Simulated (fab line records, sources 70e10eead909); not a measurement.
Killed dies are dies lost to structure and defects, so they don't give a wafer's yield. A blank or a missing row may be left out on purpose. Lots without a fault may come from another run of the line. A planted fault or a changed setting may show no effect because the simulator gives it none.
Chamber matching | flow nand_harc | NHARC_A_M0_CMP_23 on cmp-03: 4 sister chambers
The step polishes, t overpolish 20 s, target thk 113.75 nm. 14 wafers are shown with their chamber, then 7 later ones without.

WAFERS WITH THEIR CHAMBER
wafer  | chamber | motor_current_A (A) | time_to_endpoint_s (s)
L076.3 | 0       | 11.2                | 33.2
L076.5 | 3       | 13.0                | 30.6
L076.6 | 0       | 10.9                | 29.5
L080.1 | 1       | 12.4                | 31.9
L080.2 | 2       | 11.3                | 27.3
L080.4 | 0       | 11.0                | 28.1
L079.4 | 1       | 12.7                | 29.0
L079.5 | 0       | 11.1                | 31.7
L079.6 | 3       | 13.2                | 29.5
L090.2 | 2       | 11.1                | 26.9
L090.3 | 3       | 13.2                | 28.6
L090.6 | 3       | 13.0                | 27.2
L088.2 | 2       | 10.3                | 27.1
L088.3 | 3       | 13.3                | 30.1

SIGNATURES (means of the wafers above)
reading            | chamber 0 | chamber 1 | chamber 2 | chamber 3 | scatter within a chamber
motor_current_A    | 11.050    | 12.550    | 10.900    | 13.140    | 0.27
time_to_endpoint_s | 30.625    | 30.450    | 27.100    | 29.200    | 1.64
Rule: a wafer's distance from a chamber is the root of the sum, over the readings, of the square of ((its reading less the chamber's mean) divided by the reading's scatter). The wafer belongs to the nearest chamber; if the next one is less than 2 further off, it can't be placed. The scatter: the root of (the sum of the squares of (reading less its chamber's mean) over the shown wafers, divided by (wafers less chambers)).

WAFERS WITHOUT THEIR CHAMBER
wafer  | motor_current_A (A) | time_to_endpoint_s (s)
L088.6 | 10.8                | 27.3
L092.1 | 10.3                | 30.0
L092.5 | 11.7                | 28.3
L092.6 | 13.0                | 33.8
L096.3 | 10.9                | 31.8
L096.4 | 12.0                | 31.7
L096.5 | 12.3                | 31.5

WHICH CHAMBER EACH WENT THROUGH
wafer  | from the rows above          | in truth
L088.6 | can't be placed: 2 or 0      | 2
L092.1 | can't be placed: 0 or 2      | 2
L092.5 | can't be placed: 0 or 2 or 1 | 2
L092.6 | can't be placed: 1 or 3      | 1
L096.3 | can't be placed: 0 or 2      | 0
L096.4 | can't be placed: 1 or 0      | 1
L096.5 | 1                            | 1
Placed correctly: 1 of 7. Can't be placed from these rows: 6 (the true chamber is among the candidates in 6). Placed wrongly: 0.
